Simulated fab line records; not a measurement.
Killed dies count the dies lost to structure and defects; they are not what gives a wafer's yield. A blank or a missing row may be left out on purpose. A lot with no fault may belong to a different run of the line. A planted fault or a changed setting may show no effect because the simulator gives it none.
fab line records / flow nand_harc
record lots=6 wafers=18 last_day=32
route steps=1302 shown A_STAIRCASE@844 END@1302
lots untouched by any fault: they come from a run of this same line in which no faults occurred
start_h: hours from the record's opening day to when the first of the lot's shown wafers began / wait_h: how many hours have passed since the lot's step before this one / " repeats the value in the row above / L1.1+2: a row that stands for several wafers / - no value present, or no start provided / * or withheld: withheld / < > ~ a bound
route shown NAME@n: a module of which the file shows steps, and the number in the route of the first / usual: mean/standard deviation taken from wafers without a fault / same: alike in all rows / chamber/n: place in a boat / sites: the reading at each site / _std_site: the standard deviation of these / _edge_site: mean of outer sites minus mean of inner sites / radius_mm: for every site, how far away it sits from the centre of the wafer / mask NAME#n: copy n / behind: the tool/chamber that last shaped the wafer / hold: what put the lot on hold/how long, in hours/how the hold closed / device: whichever transistor did not switch (one of n, p or np) / end of line: tests run on the same wafers once the route is complete / a step without rows: its recipe alone / killed: count of dies lost to structure and defects at first sort (not the wafer's yield) / map: a wafer's dies, x killed, . not, _ none there
set.NAME: the setting that was run; set.NAME@STEP: the one run at that earlier step / model.NAME: the simulator's own value behind a step, which no gauge read
lots seen at some steps along the route; tables by step, rows by wafer
services: a tool's chamber out of use, with start hour (start_h, from the record's first day; less than 0 if before it), hours out, and reason
## steps
# step NHARC_A_STAIRCASE_DEP_417
# recipe target_thk_a=600 step_coverage_pct=20 temp_c=400 target_thk_nm=60 flow_sccm=200 rf_w=450 material=Si3N4
# usual heater_power_w=699/76 rf_fwd_power_W=449.0/1.2
lot.wafer=L119.2 tool=pecvd-03 chamber=2 start_h=400.15 wait_h=- heater_power_w=727 rf_fwd_power_W=448.3
lot.wafer=L119.3 tool=pecvd-03 chamber=0 start_h=400.15 wait_h=- heater_power_w=733 rf_fwd_power_W=449.6
lot.wafer=L119.5 tool=pecvd-03 chamber=1 start_h=400.15 wait_h=- heater_power_w=666 rf_fwd_power_W=447.0
lot.wafer=L126.1 tool=pecvd-03 chamber=0 start_h=460.24 wait_h=- heater_power_w=667 rf_fwd_power_W=450.6
lot.wafer=L126.6 tool=pecvd-03 chamber=2 start_h=460.24 wait_h=- heater_power_w=803 rf_fwd_power_W=449.8
lot.wafer=L126.5 tool=pecvd-03 chamber=1 start_h=460.24 wait_h=- heater_power_w=759 rf_fwd_power_W=447.8
lot.wafer=L129.2 tool=pecvd-02 chamber=0 start_h=493.58 wait_h=- heater_power_w=711 rf_fwd_power_W=450.5
lot.wafer=L129.6 tool=pecvd-02 chamber=2 start_h=493.58 wait_h=- heater_power_w=539 rf_fwd_power_W=452.2
lot.wafer=L129.4 tool=pecvd-02 chamber=1 start_h=493.58 wait_h=- heater_power_w=678 rf_fwd_power_W=451.5
lot.wafer=L134.1 tool=pecvd-02 chamber=1 start_h=528.62 wait_h=- heater_power_w=615 rf_fwd_power_W=448.7
lot.wafer=L134.5 tool=pecvd-02 chamber=2 start_h=528.62 wait_h=- heater_power_w=489 rf_fwd_power_W=448.3
lot.wafer=L134.6 tool=pecvd-02 chamber=0 start_h=528.62 wait_h=- heater_power_w=737 rf_fwd_power_W=449.7
lot.wafer=L133.1 tool=pecvd-02 chamber=0 start_h=530.16 wait_h=- heater_power_w=671 rf_fwd_power_W=446.4
lot.wafer=L133.2 tool=pecvd-02 chamber=2 start_h=530.16 wait_h=- heater_power_w=552 rf_fwd_power_W=449.2
lot.wafer=L133.5 tool=pecvd-02 chamber=0 start_h=530.16 wait_h=- heater_power_w=670 rf_fwd_power_W=447.2
lot.wafer=L139.1 tool=pecvd-02 chamber=2 start_h=588.64 wait_h=- heater_power_w=579 rf_fwd_power_W=446.8
lot.wafer=L139.3 tool=pecvd-02 chamber=1 start_h=588.64 wait_h=- heater_power_w=752 rf_fwd_power_W=452.4
lot.wafer=L139.6 tool=pecvd-02 chamber=1 start_h=588.64 wait_h=- heater_power_w=757 rf_fwd_power_W=449.6
# step NHARC_A_STAIRCASE_WET_418
# recipe temp_c=160 target_depth_a=200 chemistry=H3PO4
# step NHARC_A_STAIRCASE_PRECLEAN_419
# recipe time_s=* temp_c=50 bath_age_min=0 chemistry=SC1
# step NHARC_A_STAIRCASE_SRD_421
# step NHARC_A_STAIRCASE_ALD_420
# recipe target_thk_a=200 pulse_time_s=6 ald_cycles=200 temp_c=300 material=SiO2
# usual heater_power_w=451/54 precursor_pulse_height_rel=1.002/0.019
lot.wafer=L119.3 tool=ald_hk-03 chamber=1 start_h=403.01 wait_h=- heater_power_w=458 precursor_pulse_height_rel=1.019
lot.wafer=L119.2 tool=ald_hk-03 chamber=3 start_h=403.01 wait_h=- heater_power_w=457 precursor_pulse_height_rel=1.011
lot.wafer=L119.5 tool=ald_hk-03 chamber=0 start_h=403.01 wait_h=- heater_power_w=478 precursor_pulse_height_rel=0.996
lot.wafer=L126.1 tool=ald_hk-01 chamber=0 start_h=463.23 wait_h=- heater_power_w=562 precursor_pulse_height_rel=1.015
lot.wafer=L126.5 tool=ald_hk-01 chamber=2 start_h=463.23 wait_h=- heater_power_w=398 precursor_pulse_height_rel=1.005
lot.wafer=L126.6 tool=ald_hk-01 chamber=3 start_h=463.23 wait_h=- heater_power_w=409 precursor_pulse_height_rel=0.987
lot.wafer=L129.4 tool=ald_hk-04 chamber=3 start_h=496.25 wait_h=- heater_power_w=500 precursor_pulse_height_rel=1.009
lot.wafer=L129.2 tool=ald_hk-04 chamber=0 start_h=496.25 wait_h=- heater_power_w=379 precursor_pulse_height_rel=1.001
lot.wafer=L129.6 tool=ald_hk-04 chamber=3 start_h=496.25 wait_h=- heater_power_w=508 precursor_pulse_height_rel=1.013
lot.wafer=L134.1 tool=ald_hk-03 chamber=0 start_h=531.62 wait_h=0.4 heater_power_w=472 precursor_pulse_height_rel=0.989
lot.wafer=L134.6 tool=ald_hk-03 chamber=0 start_h=532.89 wait_h=1.6 heater_power_w=481 precursor_pulse_height_rel=1.010
lot.wafer=L134.5 tool=ald_hk-03 chamber=1 start_h=532.89 wait_h=1.6 heater_power_w=456 precursor_pulse_height_rel=1.006
lot.wafer=L133.2 tool=ald_hk-04 chamber=3 start_h=531.64 wait_h=- heater_power_w=517 precursor_pulse_height_rel=1.018
lot.wafer=L133.1 tool=ald_hk-04 chamber=0 start_h=531.64 wait_h=- heater_power_w=386 precursor_pulse_height_rel=1.023
lot.wafer=L133.5 tool=ald_hk-04 chamber=2 start_h=531.64 wait_h=- heater_power_w=457 precursor_pulse_height_rel=0.967
lot.wafer=L139.1 tool=ald_hk-03 chamber=2 start_h=591.52 wait_h=- heater_power_w=391 precursor_pulse_height_rel=0.986
lot.wafer=L139.3 tool=ald_hk-03 chamber=3 start_h=591.52 wait_h=- heater_power_w=457 precursor_pulse_height_rel=0.988
lot.wafer=L139.6 tool=ald_hk-03 chamber=2 start_h=591.52 wait_h=- heater_power_w=367 precursor_pulse_height_rel=1.001
# step NHARC_A_STAIRCASE_CVD_552
# recipe target_thk_a=400 temp_c=700 pressure_mtorr=300 material=SiNx
# step NHARC_A_STAIRCASE_DEP_151
# recipe target_thk_a=72000 temp_c=400 target_thk_nm=7200 teos_flow_sccm=200 rf_w=500 material=SiO2
# usual heater_power_w=641/81 rf_fwd_power_W=499.5/1.5
lot.wafer=L119.3 tool=pecvd-01 chamber=0 start_h=415.50 wait_h=0.4 heater_power_w=791 rf_fwd_power_W=502.6
lot.wafer=L119.2 tool=pecvd-01 chamber=1 start_h=415.50 wait_h=0.4 heater_power_w=683 rf_fwd_power_W=499.3
lot.wafer=L119.5 tool=pecvd-01 chamber=1 start_h=415.50 wait_h=0.4 heater_power_w=595 rf_fwd_power_W=497.7
lot.wafer=L126.1 tool=pecvd-03 chamber=0 start_h=469.06 wait_h=0.6 heater_power_w=692 rf_fwd_power_W=503.0
lot.wafer=L126.5 tool=pecvd-03 chamber=2 start_h=469.06 wait_h=0.6 heater_power_w=650 rf_fwd_power_W=502.0
lot.wafer=L126.6 tool=pecvd-03 chamber=0 start_h=469.06 wait_h=0.6 heater_power_w=567 rf_fwd_power_W=501.8
lot.wafer=L129.2 tool=pecvd-02 chamber=1 start_h=504.54 wait_h=0.5 heater_power_w=599 rf_fwd_power_W=500.0
lot.wafer=L129.4 tool=pecvd-02 chamber=0 start_h=504.54 wait_h=0.5 heater_power_w=624 rf_fwd_power_W=498.7
lot.wafer=L129.6 tool=pecvd-02 chamber=1 start_h=504.54 wait_h=0.5 heater_power_w=590 rf_fwd_power_W=500.3
lot.wafer=L133.1 tool=pecvd-02 chamber=2 start_h=539.44 wait_h=0.4 heater_power_w=535 rf_fwd_power_W=501.7
lot.wafer=L133.2 tool=pecvd-02 chamber=1 start_h=539.44 wait_h=0.4 heater_power_w=603 rf_fwd_power_W=502.0
lot.wafer=L133.5 tool=pecvd-02 chamber=1 start_h=539.44 wait_h=0.4 heater_power_w=597 rf_fwd_power_W=499.1
lot.wafer=L134.1 tool=pecvd-03 chamber=1 start_h=539.53 wait_h=0.5 heater_power_w=745 rf_fwd_power_W=498.6
lot.wafer=L134.6 tool=pecvd-03 chamber=1 start_h=539.53 wait_h=0.5 heater_power_w=624 rf_fwd_power_W=501.9
lot.wafer=L134.5 tool=pecvd-03 chamber=2 start_h=539.53 wait_h=0.5 heater_power_w=646 rf_fwd_power_W=498.4
lot.wafer=L139.3 tool=pecvd-03 chamber=1 start_h=599.54 wait_h=0.4 heater_power_w=753 rf_fwd_power_W=496.9
lot.wafer=L139.1 tool=pecvd-03 chamber=2 start_h=599.54 wait_h=0.4 heater_power_w=802 rf_fwd_power_W=499.2
lot.wafer=L139.6 tool=pecvd-03 chamber=1 start_h=599.54 wait_h=0.4 heater_power_w=630 rf_fwd_power_W=496.8
# step NHARC_A_STAIRCASE_ANNEAL_320
# recipe temp_c=750 time_s=1800
# step NHARC_A_STAIRCASE_DEP_322
# recipe target_thk_a=72000 temp_c=400 target_thk_nm=7200 teos_flow_sccm=200 rf_w=500 material=SiO2
# usual heater_power_w=629/82 rf_fwd_power_W=499.6/1.7
lot.wafer=L119.2 tool=pecvd-02 chamber=0 start_h=423.37 wait_h=0.1 heater_power_w=664 rf_fwd_power_W=499.1
lot.wafer=L119.3 tool=pecvd-02 chamber=2 start_h=423.37 wait_h=0.1 heater_power_w=592 rf_fwd_power_W=499.7
lot.wafer=L119.5 tool=pecvd-02 chamber=1 start_h=423.37 wait_h=0.1 heater_power_w=586 rf_fwd_power_W=496.1
lot.wafer=L126.1 tool=pecvd-01 chamber=2 start_h=477.22 wait_h=0.3 heater_power_w=728 rf_fwd_power_W=499.1
lot.wafer=L126.6 tool=pecvd-01 chamber=0 start_h=477.22 wait_h=0.3 heater_power_w=618 rf_fwd_power_W=500.8
lot.wafer=L126.5 tool=pecvd-01 chamber=2 start_h=477.22 wait_h=0.3 heater_power_w=605 rf_fwd_power_W=498.8
lot.wafer=L129.2 tool=pecvd-02 chamber=1 start_h=512.27 wait_h=0.1 heater_power_w=734 rf_fwd_power_W=501.7
lot.wafer=L129.4 tool=pecvd-02 chamber=1 start_h=512.27 wait_h=0.1 heater_power_w=619 rf_fwd_power_W=502.1
lot.wafer=L129.6 tool=pecvd-02 chamber=0 start_h=512.27 wait_h=0.1 heater_power_w=622 rf_fwd_power_W=499.8
lot.wafer=L133.2 tool=pecvd-01 chamber=2 start_h=548.02 wait_h=0.2 heater_power_w=739 rf_fwd_power_W=501.1
lot.wafer=L133.1 tool=pecvd-01 chamber=0 start_h=548.02 wait_h=0.2 heater_power_w=680 rf_fwd_power_W=500.6
lot.wafer=L133.5 tool=pecvd-01 chamber=0 start_h=548.02 wait_h=0.2 heater_power_w=624 rf_fwd_power_W=503.3
lot.wafer=L134.1 tool=pecvd-02 chamber=1 start_h=548.11 wait_h=0.3 heater_power_w=712 rf_fwd_power_W=500.0
lot.wafer=L134.6 tool=pecvd-02 chamber=2 start_h=548.11 wait_h=0.3 heater_power_w=472 rf_fwd_power_W=496.9
lot.wafer=L134.5 tool=pecvd-02 chamber=1 start_h=548.11 wait_h=0.3 heater_power_w=605 rf_fwd_power_W=499.8
lot.wafer=L139.1 tool=pecvd-01 chamber=1 start_h=609.83 wait_h=0.2 heater_power_w=751 rf_fwd_power_W=499.8
lot.wafer=L139.3 tool=pecvd-01 chamber=2 start_h=609.83 wait_h=0.2 heater_power_w=720 rf_fwd_power_W=500.0
lot.wafer=L139.6 tool=pecvd-01 chamber=2 start_h=609.83 wait_h=0.2 heater_power_w=566 rf_fwd_power_W=499.8
# step NHARC_A_STAIRCASE_ANNEAL_323
# recipe temp_c=750 time_s=1800
# step NHARC_A_STAIRCASE_DEP_325
# recipe target_thk_a=72000 temp_c=400 target_thk_nm=7200 teos_flow_sccm=200 rf_w=500 material=SiO2
# usual heater_power_w=644/77 rf_fwd_power_W=499.3/1.4
lot.wafer=L119.3 tool=pecvd-02 chamber=0 start_h=432.10 wait_h=0.1 heater_power_w=739 rf_fwd_power_W=500.7
lot.wafer=L119.2 tool=pecvd-02 chamber=1 start_h=432.10 wait_h=0.1 heater_power_w=696 rf_fwd_power_W=498.5
lot.wafer=L119.5 tool=pecvd-02 chamber=0 start_h=432.10 wait_h=0.1 heater_power_w=599 rf_fwd_power_W=497.8
lot.wafer=L126.1 tool=pecvd-02 chamber=2 start_h=484.89 wait_h=0.1 heater_power_w=579 rf_fwd_power_W=499.4
lot.wafer=L126.5 tool=pecvd-02 chamber=2 start_h=484.89 wait_h=0.1 heater_power_w=464 rf_fwd_power_W=499.0
lot.wafer=L126.6 tool=pecvd-02 chamber=1 start_h=484.89 wait_h=0.1 heater_power_w=589 rf_fwd_power_W=502.4
lot.wafer=L129.2 tool=pecvd-03 chamber=2 start_h=519.68 wait_h=0.2 heater_power_w=776 rf_fwd_power_W=499.8
lot.wafer=L129.6 tool=pecvd-03 chamber=1 start_h=519.68 wait_h=0.2 heater_power_w=636 rf_fwd_power_W=499.7
lot.wafer=L129.4 tool=pecvd-03 chamber=0 start_h=519.68 wait_h=0.2 heater_power_w=574 rf_fwd_power_W=499.8
lot.wafer=L133.1 tool=pecvd-02 chamber=1 start_h=557.03 wait_h=0.2 heater_power_w=705 rf_fwd_power_W=500.5
lot.wafer=L133.2 tool=pecvd-02 chamber=2 start_h=557.03 wait_h=0.2 heater_power_w=560 rf_fwd_power_W=500.4
lot.wafer=L133.5 tool=pecvd-02 chamber=0 start_h=557.03 wait_h=0.2 heater_power_w=637 rf_fwd_power_W=438.7
lot.wafer=L134.1 tool=pecvd-02 chamber=0 start_h=557.69 wait_h=0.9 heater_power_w=747 rf_fwd_power_W=438.5
lot.wafer=L134.6 tool=pecvd-02 chamber=0 start_h=557.69 wait_h=0.9 heater_power_w=638 rf_fwd_power_W=436.6
lot.wafer=L134.5 tool=pecvd-02 chamber=1 start_h=557.69 wait_h=0.9 heater_power_w=616 rf_fwd_power_W=499.7
lot.wafer=L139.1 tool=pecvd-01 chamber=1 start_h=619.42 wait_h=0.1 heater_power_w=768 rf_fwd_power_W=497.7
lot.wafer=L139.3 tool=pecvd-01 chamber=2 start_h=619.42 wait_h=0.1 heater_power_w=613 rf_fwd_power_W=496.6
lot.wafer=L139.6 tool=pecvd-01 chamber=0 start_h=619.42 wait_h=0.1 heater_power_w=637 rf_fwd_power_W=498.3
# step NHARC_A_STAIRCASE_ANNEAL_326
# recipe temp_c=750 time_s=1800
# step NHARC_END_SORT_01
# recipe temp_c=25
# usual killed_at_array=45/18 killed_at_other=0.9/1.3 killed_at_periphery=3.7/2.2 killed_dies=50/18 killed_open=3.2/1.9 killed_short=2.4/1.6
# same gross_dies=677
lot.wafer=L119.2 tool=prober-02 chamber=0 start_h=573.44 wait_h=2.8 killed_at_array=68 killed_at_other=1 killed_at_periphery=4 killed_dies=73 killed_open=1 killed_short=1
lot.wafer=L119.3 tool=prober-02 chamber=0 start_h=574.25 wait_h=3.1 killed_at_array=46 killed_at_other=0 killed_at_periphery=7 killed_dies=53 killed_open=5 killed_short=3
lot.wafer=L119.5 tool=prober-02 chamber=0 start_h=575.86 wait_h=3.7 killed_at_array=59 killed_at_other=0 killed_at_periphery=4 killed_dies=63 killed_open=2 killed_short=1
lot.wafer=L126.1 tool=prober-01 chamber=0 start_h=629.20 wait_h=2.5 killed_at_array=78 killed_at_other=0 killed_at_periphery=2 killed_dies=80 killed_open=4 killed_short=1
lot.wafer=L126.5 tool=prober-01 chamber=0 start_h=632.42 wait_h=3.7 killed_at_array=74 killed_at_other=0 killed_at_periphery=0 killed_dies=74 killed_open=1 killed_short=1
lot.wafer=L126.6 tool=prober-01 chamber=0 start_h=633.22 wait_h=4.0 killed_at_array=93 killed_at_other=0 killed_at_periphery=2 killed_dies=95 killed_open=2 killed_short=2
lot.wafer=L129.2 tool=prober-02 chamber=0 start_h=667.26 wait_h=2.8 killed_at_array=43 killed_at_other=0 killed_at_periphery=9 killed_dies=52 killed_open=4 killed_short=4
lot.wafer=L129.4 tool=prober-02 chamber=0 start_h=668.87 wait_h=3.4 killed_at_array=48 killed_at_other=0 killed_at_periphery=9 killed_dies=57 killed_open=5 killed_short=2
lot.wafer=L129.6 tool=prober-02 chamber=0 start_h=670.47 wait_h=4.0 killed_at_array=35 killed_at_other=0 killed_at_periphery=5 killed_dies=40 killed_open=2 killed_short=2
lot.wafer=L133.1 tool=prober-01 chamber=0 start_h=692.73 wait_h=2.5 killed_at_array=52 killed_at_other=1 killed_at_periphery=4 killed_dies=57 killed_open=5 killed_short=1
lot.wafer=L133.2 tool=prober-01 chamber=0 start_h=693.52 wait_h=2.8 killed_at_array=42 killed_at_other=0 killed_at_periphery=10 killed_dies=52 killed_open=3 killed_short=0
lot.wafer=L133.5 tool=prober-01 chamber=0 start_h=695.89 wait_h=3.7 killed_at_array=49 killed_at_other=0 killed_at_periphery=5 killed_dies=54 killed_open=0 killed_short=3
lot.wafer=L139.1 tool=prober-01 chamber=0 start_h=762.26 wait_h=2.5 killed_at_array=15 killed_at_other=3 killed_at_periphery=3 killed_dies=21 killed_open=3 killed_short=3
lot.wafer=L139.3 tool=prober-01 chamber=0 start_h=763.88 wait_h=3.1 killed_at_array=21 killed_at_other=3 killed_at_periphery=2 killed_dies=26 killed_open=3 killed_short=1
lot.wafer=L139.6 tool=prober-01 chamber=0 start_h=766.30 wait_h=4.0 killed_at_array=29 killed_at_other=3 killed_at_periphery=6 killed_dies=38 killed_open=8 killed_short=5
# killed by level:class
L119.2 A_CHANNEL_HOLE_D1:chamber_film_flake=35 A_SLIT:chamber_film_flake=12 A_CHANNEL_HOLE_D2:chamber_film_flake=7 A_CONTACT:chamber_film_flake=6 P_GATE:chamber_film_flake=4 A_CHANNEL_FILL_D1:chamber_film_flake=3 A_CONTACT:unspecified=2 A_ONON_D2:geometric_particle:short=1
L119.3 A_CHANNEL_HOLE_D1:chamber_film_flake=14 A_CHANNEL_HOLE_D2:chamber_film_flake=10 A_SLIT:chamber_film_flake=9 P_GATE:chamber_film_flake=5 A_CONTACT:chamber_film_flake=3 A_DECK1_JOINT:geometric_particle:open=2 A_CHANNEL_FILL_D1:chamber_film_flake=2 P_GATE:geometric_particle:short=1
L119.5 A_SLIT:chamber_film_flake=25 A_CHANNEL_HOLE_D1:chamber_film_flake=19 A_CHANNEL_HOLE_D2:chamber_film_flake=6 P_GATE:chamber_film_flake=4 A_CONTACT:chamber_film_flake=3 A_CHANNEL_HOLE_D1:geometric_particle:open=1 A_CHANNEL_FILL_D2:geometric_particle:short=1 A_M0:geometric_particle:open=1
L126.1 A_CHANNEL_HOLE_D2:chamber_film_flake=30 A_CHANNEL_HOLE_D1:chamber_film_flake=21 A_SLIT:chamber_film_flake=18 A_CHANNEL_FILL_D2:chamber_film_flake=2 A_STAIRCASE:chamber_film_flake=2 P_GATE:geometric_particle:short=1 P_CONTACT:geometric_particle:open=1 A_WL_FILL:geometric_particle:open=1
L126.5 A_CHANNEL_HOLE_D1:chamber_film_flake=32 A_CHANNEL_HOLE_D2:chamber_film_flake=20 A_SLIT:chamber_film_flake=13 A_WL_FILL:chamber_film_flake=3 A_CHANNEL_FILL_D2:chamber_film_flake=2 A_WL_FILL:geometric_particle:short=1 A_WL_FILL:geometric_particle:open=1 A_STAIRCASE:chamber_film_flake=1
L126.6 A_CHANNEL_HOLE_D2:chamber_film_flake=35 A_SLIT:chamber_film_flake=26 A_CHANNEL_HOLE_D1:chamber_film_flake=19 A_STAIRCASE:chamber_film_flake=5 A_CHANNEL_FILL_D1:chamber_film_flake=2 A_CHANNEL_FILL_D2:chamber_film_flake=2 P_CONTACT:geometric_particle:open=1 A_SOURCE_PLATE:geometric_particle:short=1
L129.2 A_CHANNEL_HOLE_D2:chamber_film_flake=11 A_CHANNEL_HOLE_D1:chamber_film_flake=9 A_SLIT:chamber_film_flake=8 P_BONDPAD:chamber_film_flake=4 A_CHANNEL_FILL_D1:chamber_film_flake=3 A_STAIRCASE:chamber_film_flake=3 P_M0:geometric_particle:open=2 P_GATE:chamber_film_flake=2
L129.4 A_CHANNEL_HOLE_D2:chamber_film_flake=22 A_SLIT:chamber_film_flake=8 P_BONDPAD:chamber_film_flake=5 A_CHANNEL_HOLE_D1:chamber_film_flake=5 A_ONON_D1:geometric_particle:open=3 P_GATE:chamber_film_flake=3 A_STAIRCASE:chamber_film_flake=3 A_ONON_D1:geometric_particle:short=2
L129.6 A_CHANNEL_HOLE_D2:chamber_film_flake=13 A_SLIT:chamber_film_flake=6 P_BONDPAD:chamber_film_flake=4 A_STAIRCASE:chamber_film_flake=4 A_CHANNEL_FILL_D1:chamber_film_flake=3 A_CHANNEL_HOLE_D1:chamber_film_flake=3 A_WL_FILL:chamber_film_flake=2 P_STI:geometric_particle:open=1
L133.1 A_SLIT:chamber_film_flake=27 A_CHANNEL_HOLE_D1:chamber_film_flake=6 A_ONON_D2:geometric_particle:open=3 P_BONDPAD:chamber_film_flake=3 A_STAIRCASE:chamber_film_flake=3 A_CONTACT:chamber_film_flake=3 A_WL_FILL:chamber_film_flake=2 A_BLC:chamber_film_flake=2
L133.2 A_SLIT:chamber_film_flake=13 A_CONTACT:chamber_film_flake=7 A_STAIRCASE:chamber_film_flake=6 A_CHANNEL_HOLE_D1:chamber_film_flake=4 A_CHANNEL_HOLE_D2:chamber_film_flake=4 P_BONDPAD:chamber_film_flake=3 P_GATE:chamber_film_flake=2 P_CONTACT:chamber_film_flake=2
L133.5 A_SLIT:chamber_film_flake=16 A_CHANNEL_HOLE_D1:chamber_film_flake=8 A_STAIRCASE:chamber_film_flake=6 A_WL_FILL:chamber_film_flake=5 A_CONTACT:chamber_film_flake=4 A_BLC:chamber_film_flake=3 P_CONTACT:chamber_film_flake=3 P_BONDPAD:chamber_film_flake=2
L139.1 A_CONTACT:chamber_film_flake=3 THIN_TSV:chamber_film_flake=3 P_CONTACT:geometric_particle:open=2 A_CHANNEL_HOLE_D2:chamber_film_flake=2 A_SLIT:chamber_film_flake=2 A_WL_FILL:chamber_film_flake=2 P_CONTACT:geometric_particle:short=1 A_CHANNEL_FILL_D1:geometric_particle:short=1
L139.3 A_SLIT:chamber_film_flake=5 A_CONTACT:chamber_film_flake=5 A_CHANNEL_HOLE_D1:unspecified=3 THIN_TSV:chamber_film_flake=3 A_CHANNEL_FILL_D1:chamber_film_flake=2 A_M0:chamber_film_flake=2 P_CONTACT:geometric_particle:open=1 P_CONTACT:geometric_particle:short=1
L139.6 A_SLIT:chamber_film_flake=6 A_CONTACT:chamber_film_flake=5 P_CONTACT:geometric_particle:open=3 A_CHANNEL_HOLE_D1:unspecified=3 THIN_TSV:chamber_film_flake=3 A_ONON_D2:geometric_particle:short=2 A_M0:geometric_particle:open=2 A_CHANNEL_FILL_D1:chamber_film_flake=2
## services
tool=pecvd-02 chamber=- start_h=377.74 hours=1.3 kind=repair
tool=pecvd-03 chamber=0 start_h=379.24 hours=- kind=clean
tool=pecvd-03 chamber=1 start_h=379.24 hours=- kind=clean
tool=ald_hk-03 chamber=- start_h=392.68 hours=10.0 kind=pm
tool=pecvd-02 chamber=- start_h=408.13 hours=13.0 kind=pm
tool=pecvd-02 chamber=0 start_h=408.13 hours=13.0 kind=vent_cycle
tool=pecvd-02 chamber=1 start_h=408.13 hours=13.0 kind=vent_cycle
tool=pecvd-02 chamber=2 start_h=408.13 hours=13.0 kind=vent_cycle
tool=pecvd-02 chamber=0 start_h=421.13 hours=- kind=clean
tool=pecvd-02 chamber=1 start_h=421.13 hours=- kind=clean
tool=pecvd-02 chamber=2 start_h=421.13 hours=- kind=clean
tool=pecvd-03 chamber=- start_h=430.47 hours=0.7 kind=repair
tool=ald_hk-01 chamber=- start_h=475.45 hours=10.0 kind=pm
tool=pecvd-03 chamber=- start_h=547.24 hours=13.0 kind=pm
tool=pecvd-01 chamber=- start_h=551.67 hours=13.0 kind=pm
tool=ald_hk-03 chamber=- start_h=572.04 hours=10.0 kind=pm
tool=pecvd-02 chamber=- start_h=589.13 hours=13.0 kind=pm
tool=pecvd-02 chamber=0 start_h=589.13 hours=13.0 kind=vent_cycle
tool=pecvd-02 chamber=1 start_h=589.13 hours=13.0 kind=vent_cycle
tool=pecvd-02 chamber=2 start_h=589.13 hours=13.0 kind=vent_cycle
tool=pecvd-01 chamber=2 start_h=591.15 hours=2.3 kind=repair
tool=pecvd-02 chamber=0 start_h=602.13 hours=- kind=clean
tool=pecvd-02 chamber=1 start_h=602.13 hours=- kind=clean
tool=pecvd-02 chamber=2 start_h=602.13 hours=- kind=clean
## key
first_sign step=NHARC_A_STAIRCASE_DEP_325 reading=rf_fwd_power_W direction=down sigmas=44 usual=* struck=*
effect none on later readings
met_at NHARC_A_STAIRCASE_DEP_325
struck_wafers L133.5,L134.1,L134.6
tester_left_out L133,L134
fault kind=process_parameter_drift tool=pecvd-02 chamber=0 onset_h=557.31 steps=NHARC_A_STAIRCASE_DEP_325 channel=rf_w offset=* shape=step end_h=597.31 acts_in=* stated=*
# tester_left_out: of these lots the tester's yield and bins aren't shown, on N5 and GAA mostly nor the transistor test; their killed dies are dies lost to structure and defects alone, not to doping, threshold or leakage, so they don't give the yield
